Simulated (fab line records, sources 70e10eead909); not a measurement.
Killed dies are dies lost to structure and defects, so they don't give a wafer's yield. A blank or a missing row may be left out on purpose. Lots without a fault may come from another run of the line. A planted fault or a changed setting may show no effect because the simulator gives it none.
One fault seen from 2 desks | flow nand_harc | each desk has only its own numbers; what lay behind them comes last

THE METROLOGY DESK
What the gauges read, lot by lot, whatever tool the lot ran on: means of the sampled wafers that have a number. A lot is out of limits, marked OUT, if its mean lies more than 4 standard deviations from the usual mean; the brackets give that distance.
Columns: A = thk_nm at NHARC_P_BONDPAD_THK_MEAS_20, usual 160.5 nm
lot  | first seen here | A
L264 | day 6 01:31     | 161.8
L265 | day 6 23:38     | 160.7
L266 | day 7 00:43     | 160.7
L268 | day 7 08:56     | 160.7
L272 | day 8 07:11     | 161.4
L274 | day 8 16:05     | 162.2
L277 | day 10 09:10    | 162.0
L282 | day 10 23:22    | 158.8
L284 | day 11 08:25    | 160.0
L283 | day 11 13:04    | 159.1
L285 | day 11 18:09    | 159.6
L286 | day 11 20:10    | 160.2
L287 | day 12 13:42    | 160.4
This desk's finding: nothing out of limits on any of the 13 lots.

THE TOOL OWNER'S DESK: pecvd_onon-04
The tool's own readings at NHARC_A_ONON_D1_DEP_25 (target thk 1000 nm): means of the sampled wafers that have a number, for each lot that ran on this tool. A lot is out of limits, marked OUT, if its mean lies more than 4 standard deviations from the usual mean; the brackets give that distance.
Columns: A = sih4_flow_sccm at NHARC_A_ONON_D1_DEP_25, usual 209.9 sccm
lot  | first seen here | A
L272 | day 9 19:38     | 252.1 (+73) OUT
L274 | day 10 10:28    | 250.9 (+71) OUT
L286 | day 13 04:58    | 210.3
This desk's finding: out of limits on L272, L274; first on L272, day 9 19:38 (sih4_flow_sccm at NHARC_A_ONON_D1_DEP_25). In limits: L286.

PUT TOGETHER
The tool owner's desk could have raised an alarm at day 9 19:38, on L272, L274.
The metrology desk saw nothing out of limits.
The metrology desk has L272, L274 on record, within its limits.
Of the lots named, all ran NHARC_A_ONON_D1_DEP_25 on pecvd_onon-04.

WHAT THE SIMULATOR HAD PUT IN
Process parameter drift: pecvd_onon-04, from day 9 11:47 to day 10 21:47, at NHARC_A_ONON_D1_DEP_25. Setting sih4_flow_sccm, moved by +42, from 210. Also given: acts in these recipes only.
Lots struck among those shown: L272, L274.
Hours from the fault's start to each desk's first reading out of limits: the tool owner's desk, 8.
